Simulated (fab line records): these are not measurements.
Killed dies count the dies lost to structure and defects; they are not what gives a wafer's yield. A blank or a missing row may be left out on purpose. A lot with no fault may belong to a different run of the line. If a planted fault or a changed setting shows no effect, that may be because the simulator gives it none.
Split-lot experiment + flow n5_finfet + on a route of 1938 steps: 7 lots, 21 wafers read

## THE SPLIT ITSELF
At N5_BEOL_M9_TRENCH_ETCH_37 (etches SiCOH lowk in C4F6/O2, target depth 151.43 nm, time 49 s), the setting source_w was moved away from the recipe's 345 W on 7 of the 21 wafers read, by -15.2% to -14.8%. For the rest of the wafers, this setting stayed at what the recipe calls for.

The reading comes from the split's own step.

## THE READING
rf_vpp_V, in V, at N5_BEOL_M9_TRENCH_ETCH_37 (etches SiCOH lowk in C4F6/O2, target depth 151.43 nm, time 49 s). A value of 671 V with a standard deviation of 21 V is what fault-free wafers of this fab line usually give.

| wafer  | tool, chamber at the split | source_w as run, W | against the recipe | rf_vpp_V, V | against lot-mates on the recipe |
|--------|----------------------------|--------------------|--------------------|-------------|---------------------------------|
| L074.2 | rie_diel-03, 1             | 293.8              | -14.8%             | 748         | +71                             |
| L074.4 | rie_diel-03, 0             | 345                | recipe             | 677         | -                               |
| L074.6 | rie_diel-03, 0             | 293.8              | -14.8%             | 736         | +59                             |
| L075.1 | rie_diel-01, 3             | 293                | -15.1%             | 727         | +47                             |
| L075.4 | rie_diel-01, 2             | 345                | recipe             | 680         | -                               |
| L075.5 | rie_diel-01, 2             | 293                | -15.1%             | 740         | +60                             |
| L078.1 | rie_diel-03, 2             | 345                | recipe             | 682         | -                               |
| L078.3 | rie_diel-03, 1             | 345                | recipe             | 689         | -                               |
| L078.6 | rie_diel-03, 0             | 292.4              | -15.2%             | 736         | +50                             |
| L090.4 | rie_diel-02, 1             | 345                | recipe             | 648         | -                               |
| L090.5 | rie_diel-02, 2             | 345                | recipe             | 681         | -                               |
| L090.6 | rie_diel-02, 3             | 345                | recipe             | 707         | -                               |
| L089.1 | rie_diel-01, 2             | 345                | recipe             | 678         | -                               |
| L089.3 | rie_diel-01, 1             | 345                | recipe             | 667         | -                               |
| L089.4 | rie_diel-01, 3             | 345                | recipe             | 667         | -                               |
| L091.2 | rie_diel-01, 0             | 293.7              | -14.9%             | 713         | +32                             |
| L091.3 | rie_diel-01, 2             | 345                | recipe             | 681         | -                               |
| L091.4 | rie_diel-01, 1             | 293.7              | -14.9%             | 724         | +43                             |
| L096.1 | rie_diel-01, 0             | 345                | recipe             | 655         | -                               |
| L096.3 | rie_diel-01, 3             | 345                | recipe             | 667         | -                               |
| L096.5 | rie_diel-01, 0             | 345                | recipe             | 655         | -                               |

FIT RESULTS
A straight line over all 21 wafers: rf_vpp_V changes by -3.88 V for each +1% of source_w; r = -0.90; the points scatter about the line by 14 V.
The same after taking each lot's own level away (the mean of its wafers on the recipe; 21 wafers): -3.46 V for each +1%; r = -0.90; scatter 12 V.
On that fit, the largest move of source_w shifts the reading by 53 V.
Across the lots, their own levels run from 659.0 to 685.5 V, a range of 1.3 times the standard deviation given above.
In other words, the slope is changed by the lot-to-lot level; the two fits disagree.
Check: for one of the wafers moved furthest among these (-15.2%), held out of the fit, the line's prediction against its lot-mates is +53.1 V. Against them it came out at +50.5 V.
Tool readings at the split's step, against how far the setting was moved: rf_vpp_V r = -0.90.

## THE OTHER SPLITS THESE WAFERS WENT THROUGH
These wafers also went through other splits before the reading. Each is held against what the fit with the lots' levels taken away leaves over:
| other split on the same wafers | wafers away from the commonest value | r with rf_vpp_V (lot level and that fit taken away) |
|--------------------------------|--------------------------------------|-----------------------------------------------------|
| N5_BEOL_M7_DESCUM_33 time_s    | 7                                    | -0.38                                               |
| N5_BEOL_M8_DEP_56 time_s       | 6                                    | -0.39                                               |
| N5_BEOL_M9_ILD_DEP_00 time_s   | 6                                    | +0.11                                               |
| N5_BEOL_M9_ETCH_65 bias_w      | 4                                    | -0.46                                               |

## THE FILE'S OWN FIT
rf_vpp_V changes by -3.41 V for each +1% of source_w, r = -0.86.
